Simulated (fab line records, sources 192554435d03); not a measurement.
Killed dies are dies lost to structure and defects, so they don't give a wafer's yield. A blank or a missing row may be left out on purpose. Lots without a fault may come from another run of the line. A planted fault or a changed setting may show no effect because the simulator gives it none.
A struck lot beside a sound one | flow n5_finfet | 16 steps out of a route of 1938
Sound: wafers L106.2, L106.4, L106.5. Struck: wafers L119.4, L119.6. The cause comes at the end.
At each step with rows: each side's tool, then ch and its chambers, then its first start. Under that, the readings that differ: sound wafers | struck wafers | difference of the means | sigmas: that difference in standard deviations of wafers without a fault.
alike: readings whose means differ by less than 2 such deviations, and words and numbers that are the same on both sides. not compared: withheld readings, readings that some wafer has no value for, bounds like >300 that may hide the same value, and numbers for which the record gives no deviation and whose values overlap.
The two part at a step that has a row with sigmas, a row that says differs or no value, or rows on one side only. Numbers that don't overlap but have no deviation are shown without sigmas and don't part them. A reading that every wafer of one side lacks parts them only if that side has two wafers or more.

N5_WELL_APT_OVL_MEAS_09:
  sound on overlay-02 ch 0, day 2 07:44; struck on overlay-02 ch 0, day 5 13:50
  alike: NWELL_OVL
N5_WELL_APT_INSPECT_10: inspects for defects (macro).
  sound on defect_inspect-02, day 2 07:46; struck on defect_inspect-02, day 5 13:52
  alike: raw_defect_count
N5_WELL_APT_DESCUM_13: chemistry O2, time 7.9 s.
  sound on rie_diel-06 ch 2,3, day 2 07:47; struck on rie_diel-04 ch 0,2, day 5 13:54
  alike: chamber_pressure_mTorr, drypump_motor_current_A, oes_product_au, rf_vpp_V, showerhead_plenum_p_Torr, throttle_valve_pct
  not compared: rf_hours_counter_h
then, 9 steps without rows for these wafers: N5_WELL_APT_IMPLANT_14; N5_WELL_APT_IMPLANT_15; N5_WELL_APT_STRIP_16 (strips in SPM, time 900 s); N5_WELL_APT_HMDS_18 (time 60 s); N5_WELL_APT_COAT_19 (resist thk 950 nm); N5_WELL_APT_EBR_21; N5_WELL_APT_SOFTBAKE_20 (time 60 s); N5_WELL_APT_EXPOSE_22 (exposes mask PWELL, defocus 0 nm, target cd 200 nm); N5_WELL_APT_PEB_23 (peb time 90 s).
N5_WELL_APT_DEVELOP_24: develop time 45 s.
  sound on litho_track-01 ch 0, day 2 08:43; struck on litho_track-01 ch 0, day 5 14:58
  reading                   | sound             | struck      | difference | sigmas
  model.WELL_APT.cd_nm (nm) | 202.2 200.5 200.2 | 199.1 197.3 | -2.8       |
then, 1 step without rows for these wafers: N5_WELL_APT_HARDBAKE_29 (time 120 s).
-- the record jumps here: 6 days lie between the struck wafers' starts before and after (it left off in module WELL_APT and takes up again in module BEOL_M4, whose first step shown is number 1111 of the route) --
N5_BEOL_M4_RC_MEAS_101:
  sound on prober-01 ch 0, day 9 05:19; struck on prober-02 ch 0, day 11 15:41
  reading       | sound          | struck    | difference | sigmas
  DIBL_N (mV/V) | 36.7 36.3 33.0 | 39.3 40.2 | +4.4       | +2
  SS_N (mV/dec) | 71.5 71.3 70.8 | 72.1 73.5 | +1.6       | +2
  alike: DIBL_P, IOFF_N, IOFF_P, ION_N, ION_P, SS_P, VT_N, VT_P
-- the record jumps here: 4 days lie between the struck wafers' starts before and after (it left off in module BEOL_M4 and takes up again in module PASSIVATION, whose first step shown is number 1936 of the route) --
N5_PASSIVATION_PROBE_49:
  sound on prober-02, day 13 18:27; struck on prober-02, day 15 23:04
  alike: defect_limited_yield, killed_at_M0_to_M3, killed_at_M4_up, killed_at_contacts, killed_at_front_end, killed_at_other, killed_dies, killed_open, killed_short, sort_bin_4_leakage, sort_bin_5_function, sort_bin_6_memory, sort_n_pass, sort_yield_pct

WHERE THEY PART
Only at N5_BEOL_M4_RC_MEAS_101, within this record. Later steps at which nothing parts them and some readings are alike: N5_PASSIVATION_PROBE_49.

WHY: what the simulator had put in
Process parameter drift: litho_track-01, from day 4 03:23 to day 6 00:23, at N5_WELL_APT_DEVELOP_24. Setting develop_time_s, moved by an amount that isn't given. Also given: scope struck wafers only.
